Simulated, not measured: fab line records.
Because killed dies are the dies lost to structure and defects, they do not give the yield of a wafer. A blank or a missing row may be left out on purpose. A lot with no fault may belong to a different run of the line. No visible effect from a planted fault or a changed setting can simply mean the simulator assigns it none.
2 desks looking at one fault | flow n5 finfet | only its own numbers are on each desk; what lay behind them is given at the end

METROLOGY DESK
Means of the sampled wafers that have a number, per lot and without regard to the tool the lot ran on: this is what the gauges read. Marked OUT: a lot whose mean sits more than 4 standard deviations from the usual mean, which makes it out of limits; the brackets give that distance.
Columns: A = M15_THK at N5_BEOL_M15_THK_MEAS_50, usual 823 nm; B = M15_RS at N5_BEOL_M15_RS_MEAS_54, usual 0.0216 ohm/sq
lot  | first seen here | A   | B
L794 | day 15 01:57    | 826 | 0.0217
L796 | day 15 02:05    | 803 | 0.0221
L799 | day 16 08:58    | 832 | 0.0215
L803 | day 17 01:08    | 841 | 0.0213
L807 | day 18 13:44    | 834 | 0.0214
L812 | day 20 04:49    | 835 | 0.0214
This desk's verdict: no lot among the 6 shows anything out of limits.

AT THE TOOL OWNER'S DESK: pecvd-02
The tool's own readings at N5_BEOL_M15_DEP_53 (deposits SiCN from 3MS/NH3, target thk 50 nm, time 17.8 s): means of the sampled wafers that have a number, for each lot that ran on this tool. Marked OUT: a lot whose mean sits more than 4 standard deviations from the usual mean, which makes it out of limits; the brackets give that distance.
Columns: A = rf fwd power W at N5_BEOL_M15_DEP_53, usual 666.9 W; B = showerhead plenum p Torr at N5_BEOL_M15_DEP_53, usual 4.144 Torr; C = throttle valve pct at N5_BEOL_M15_DEP_53, usual 18.0 %
lot  | first seen here | A     | B     | C
L796 | day 15 02:09    | 668.1 | 4.151 | 18.2
L803 | day 17 01:12    | 667.8 | 4.132 | 18.2
L807 | day 18 13:47    | 665.5 | 4.142 | 17.3
This desk's verdict: no lot among the 3 shows anything out of limits.

TAKEN TOGETHER
At the metrology desk, nothing out of limits was observed.
Nothing out of limits was seen by the tool owner's desk.

WHAT THE SIMULATOR HAD INSERTED
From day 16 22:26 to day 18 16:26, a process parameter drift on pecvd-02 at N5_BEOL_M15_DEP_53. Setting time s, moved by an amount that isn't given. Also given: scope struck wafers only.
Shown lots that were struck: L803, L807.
